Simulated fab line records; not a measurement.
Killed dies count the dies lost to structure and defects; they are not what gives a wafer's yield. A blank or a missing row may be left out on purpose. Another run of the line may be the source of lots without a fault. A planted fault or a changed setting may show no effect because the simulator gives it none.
Problem report in the 8D (eight disciplines) form, filled by code :: flow n5-finfet :: the parts of the form that need people (team, actions taken, sign-off) are left out

## 1. WHAT IS WRONG
spin-speed-rpm at N5_MOL_CONTACT_COAG_COAT_76 reads a mean of 1758.3 rpm on 6 wafers of 2 lots; wafers without a fault read 1499.9 rpm with a standard deviation of 1. So: +99 or more standard deviations from the usual mean.
The step: time 60 s, resist thk 10 nm.
First observed at day 7 11:20: wafer L606.1, on litho-track-05. Wafers with a number at this step in the record: 17, from 6 lots. The rule behind "out" and "out of limits": a value lying over 4 standard deviations away from the usual mean. Any other wafer with a number is counted as sound.

## 2. WHAT IT IS, AND WHAT IT ISN'T
question: which readings at this step
is: spin-speed-rpm
is not: heater-power-total-W

question: which lots
is: L606, L609
is not: L600, L614, L617, L618

question: which wafers of those lots
is: all that have a number
is not: -

question: read on which tools
is: litho-track-05
is not: litho-track-02, litho-track-03

question: when
is: from day 7 11:20
is not: up to then (3 sound wafers); but 8 sound wafers of L614, L617, L618 came after

## 3. SUSPECTS, AND WHAT RULES EACH OUT
Counting: a tool at a process step up to the reading stays a suspect if it ran every lot that is out and no sound lot after the first of them.
- cmp-02 at N5_MOL_CONTACT_COAG_CMP_23 (polishes, stops on SiO2, t overpolish 1.5 s, target thk 0 nm): ruled out as a lasting fault. Sound lots L617 ran on it after its first lot that is out, L606 (day 7 07:59).
- litho-track-05 at N5_MOL_CONTACT_COAG_COAT_76 (time 60 s, resist thk 10 nm): ruled out as a lasting fault. Sound lots L618 ran on it after its first lot that is out, L606 (day 7 11:20).
Left after counting: nothing in the record.

## 4. THE CAUSE (what the simulator had put in)
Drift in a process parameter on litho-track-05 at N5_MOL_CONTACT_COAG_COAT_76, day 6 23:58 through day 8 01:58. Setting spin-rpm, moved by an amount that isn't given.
Counting ruled it out, wrongly.

## 5. THE EFFECT CHAIN, in route order
Rows list readings where the struck wafers' mean (over those with a number) sits beyond 3 standard deviations from the usual. Scope: only readings with a usual standard deviation given in the record; hours: median across lots of the time from each lot's start at the first step in this table that gives one to its start at this step; sigmas: change in usual standard deviations.
hours: 0
step: N5_MOL_CONTACT_COAG_COAT_76
reading: spin-speed-rpm
usual: 1499.9 rpm
on struck wafers: 1758.3
change: +258.4
sigmas: +99 or more
Its process steps:
- N5_MOL_CONTACT_COAG_COAT_76: time 60 s, resist thk 10 nm.
Later measuring or inspecting steps at which every struck wafer that the step has a row for has a number for every such reading, and none has moved that far: N5_MOL_CONTACT_COAG_CD_MEAS_84, N5_MOL_CONTACT_COAG_OVL_MEAS_85, N5_MOL_CONTACT_COAG_INSPECT_57.

## 6. WHAT WOULD HAVE CAUGHT IT SOONER
In this record no reading fell out of limits until day 7 11:20, 11 hours after the fault had begun at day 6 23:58.
